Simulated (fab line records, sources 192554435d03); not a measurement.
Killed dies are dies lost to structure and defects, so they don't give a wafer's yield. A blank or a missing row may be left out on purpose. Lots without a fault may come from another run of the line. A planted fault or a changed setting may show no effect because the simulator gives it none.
Chamber matching | flow n5_finfet | N5_BEOL_M9_ILD_DEP_00 on pecvd-04: 3 sister chambers
The step deposits SiCOH lowk from DEMS/porogen, target thk 308.51 nm, time 58 s. 3 wafers are shown with their chamber, then 6 later ones without.

WAFERS WITH THEIR CHAMBER
wafer  | chamber | heater_power_w (W)
L254.4 | 1       | 217
L263.4 | 0       | 387
L263.6 | 2       | 343

WAFERS WITHOUT THEIR CHAMBER
wafer  | heater_power_w (W)
L265.1 | 362
L265.3 | 390
L265.6 | 389
L267.1 | 403
L267.4 | 398
L267.5 | 204

WHICH CHAMBER EACH WENT THROUGH
wafer  | from the rows above     | in truth
L265.1 | can't be placed: 2 or 0 | 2
L265.3 | 0                       | 0
L265.6 | 0                       | 0
L267.1 | 0                       | 0
L267.4 | 0                       | 0
L267.5 | 1                       | 1
Placed correctly: 5 of 6. Can't be placed from these rows: 1 (the true chamber is among the candidates in 1). Placed wrongly: 0.
How it was worked out, from the rows above alone: a wafer's distance from a chamber is the root of the sum, over the readings, of the square of ((its reading less the chamber's mean) divided by the reading's scatter). The wafer belongs to the nearest chamber; if the next one is less than 2 further off, it can't be placed. A chamber's mean is the mean of its shown wafers. The scatter: with one shown wafer a chamber, the root of the mean of the squares of how far each hidden wafer lies from its nearest shown one.
